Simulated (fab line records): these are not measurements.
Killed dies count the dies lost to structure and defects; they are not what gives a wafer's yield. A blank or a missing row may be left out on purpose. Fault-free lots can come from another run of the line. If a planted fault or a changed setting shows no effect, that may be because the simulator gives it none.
Chamber matching :: flow n5 finfet :: ald sin-02 running N5_BEOL_M0_SAQP_ALD_48: 4 sister chambers
The step deposits SiO2, target thk 20 nm, pulse time 1 s, co reactant pulse time 1 s. 33 wafers are shown with their chamber, then 12 later ones without.

## EACH WAFER AND ITS CHAMBER
wafer: L074.1
chamber: 3
heater power w (W): 79
precursor pulse height rel: 1.039

wafer: L074.2
chamber: 1
heater power w (W): 65
precursor pulse height rel: 0.996

wafer: L074.3
chamber: 2
heater power w (W): 77
precursor pulse height rel: 0.996

wafer: L074.4
chamber: 0
heater power w (W): 67
precursor pulse height rel: 1.020

wafer: L074.5
chamber: 2
heater power w (W): 81
precursor pulse height rel: 0.998

wafer: L074.6
chamber: 3
heater power w (W): 77
precursor pulse height rel: 1.037

wafer: L075.3
chamber: 2
heater power w (W): 79
precursor pulse height rel: 0.999

wafer: L075.5
chamber: 3
heater power w (W): 77
precursor pulse height rel: 0.995

wafer: L075.6
chamber: 0
heater power w (W): 69
precursor pulse height rel: 1.010

wafer: L077.2
chamber: 2
heater power w (W): 79
precursor pulse height rel: 0.981

wafer: L077.4
chamber: 0
heater power w (W): 69
precursor pulse height rel: 1.020

wafer: L077.5
chamber: 2
heater power w (W): 80
precursor pulse height rel: 1.008

wafer: L079.3
chamber: 3
heater power w (W): 77
precursor pulse height rel: 1.002

wafer: L079.4
chamber: 2
heater power w (W): 80
precursor pulse height rel: 1.047

wafer: L079.6
chamber: 1
heater power w (W): 65
precursor pulse height rel: 1.005

wafer: L080.1
chamber: 3
heater power w (W): 78
precursor pulse height rel: 0.991

wafer: L080.3
chamber: 1
heater power w (W): 65
precursor pulse height rel: 0.996

wafer: L080.4
chamber: 2
heater power w (W): 79
precursor pulse height rel: 0.990

wafer: L081.1
chamber: 0
heater power w (W): 70
precursor pulse height rel: 1.010

wafer: L081.2
chamber: 2
heater power w (W): 80
precursor pulse height rel: 0.999

wafer: L081.5
chamber: 2
heater power w (W): 82
precursor pulse height rel: 0.993

wafer: L082.1
chamber: 0
heater power w (W): 70
precursor pulse height rel: 1.024

wafer: L082.2
chamber: 1
heater power w (W): 64
precursor pulse height rel: 0.994

wafer: L082.3
chamber: 2
heater power w (W): 80
precursor pulse height rel: 1.006

wafer: L082.4
chamber: 3
heater power w (W): 79
precursor pulse height rel: 1.032

wafer: L082.5
chamber: 1
heater power w (W): 64
precursor pulse height rel: 0.995

wafer: L082.6
chamber: 0
heater power w (W): 70
precursor pulse height rel: 1.005

wafer: L083.1
chamber: 3
heater power w (W): 78
precursor pulse height rel: 0.997

wafer: L083.3
chamber: 2
heater power w (W): 80
precursor pulse height rel: 0.996

wafer: L083.6
chamber: 1
heater power w (W): 64
precursor pulse height rel: 1.032

wafer: L088.1
chamber: 1
heater power w (W): 64
precursor pulse height rel: 0.984

wafer: L088.3
chamber: 0
heater power w (W): 68
precursor pulse height rel: 0.989

wafer: L088.5
chamber: 0
heater power w (W): 69
precursor pulse height rel: 1.014

SIGNATURES, as means of the wafers listed above
reading: heater power w
chamber 0: 69.00
chamber 1: 64.43
chamber 2: 79.73
chamber 3: 77.86
scatter within a chamber: 1.03

reading: precursor pulse height rel
chamber 0: 1.01150
chamber 1: 1.00029
chamber 2: 1.00118
chamber 3: 1.01329
scatter within a chamber: 0.0165
Rule: a wafer lies at a distance from a chamber equal to the root of the sum of squares, over the readings, of (its reading less the chamber's mean, divided by the reading's scatter). The wafer belongs to the nearest chamber; if the next one is less than 2 further off, it can't be placed. The scatter is the square root of a quotient: the sum, over the shown wafers, of each reading's squared deviation from its chamber's mean, divided by wafers minus chambers.

## WAFERS WHOSE CHAMBER IS MISSING
wafer: L089.3
heater power w (W): 80
precursor pulse height rel: 0.997

wafer: L089.5
heater power w (W): 67
precursor pulse height rel: 1.006

wafer: L089.6
heater power w (W): 64
precursor pulse height rel: 0.994

wafer: L091.1
heater power w (W): 68
precursor pulse height rel: 1.008

wafer: L091.2
heater power w (W): 78
precursor pulse height rel: 0.981

wafer: L091.4
heater power w (W): 81
precursor pulse height rel: 1.026

wafer: L095.1
heater power w (W): 67
precursor pulse height rel: 1.010

wafer: L095.2
heater power w (W): 80
precursor pulse height rel: 1.010

wafer: L095.3
heater power w (W): 69
precursor pulse height rel: 0.999

wafer: L095.4
heater power w (W): 79
precursor pulse height rel: 1.015

wafer: L095.5
heater power w (W): 80
precursor pulse height rel: 0.989

wafer: L095.6
heater power w (W): 70
precursor pulse height rel: 1.011

## THE CHAMBER EACH PASSED THROUGH
wafer: L089.3
from the rows above: can't be placed: 2 or 3
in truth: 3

wafer: L089.5
from the rows above: can't be placed: 0 or 1
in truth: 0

wafer: L089.6
from the rows above: 1
in truth: 1

wafer: L091.1
from the rows above: 0
in truth: 0

wafer: L091.2
from the rows above: can't be placed: 3 or 2
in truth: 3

wafer: L091.4
from the rows above: can't be placed: 2 or 3
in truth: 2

wafer: L095.1
from the rows above: can't be placed: 0 or 1
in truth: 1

wafer: L095.2
from the rows above: can't be placed: 2 or 3
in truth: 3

wafer: L095.3
from the rows above: 0
in truth: 0

wafer: L095.4
from the rows above: can't be placed: 2 or 3
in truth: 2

wafer: L095.5
from the rows above: can't be placed: 2 or 3
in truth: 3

wafer: L095.6
from the rows above: 0
in truth: 0
Correctly placed: 4 of 12. These rows do not allow placing 8 (true chamber among the candidates in 8). Placed wrongly: 0.
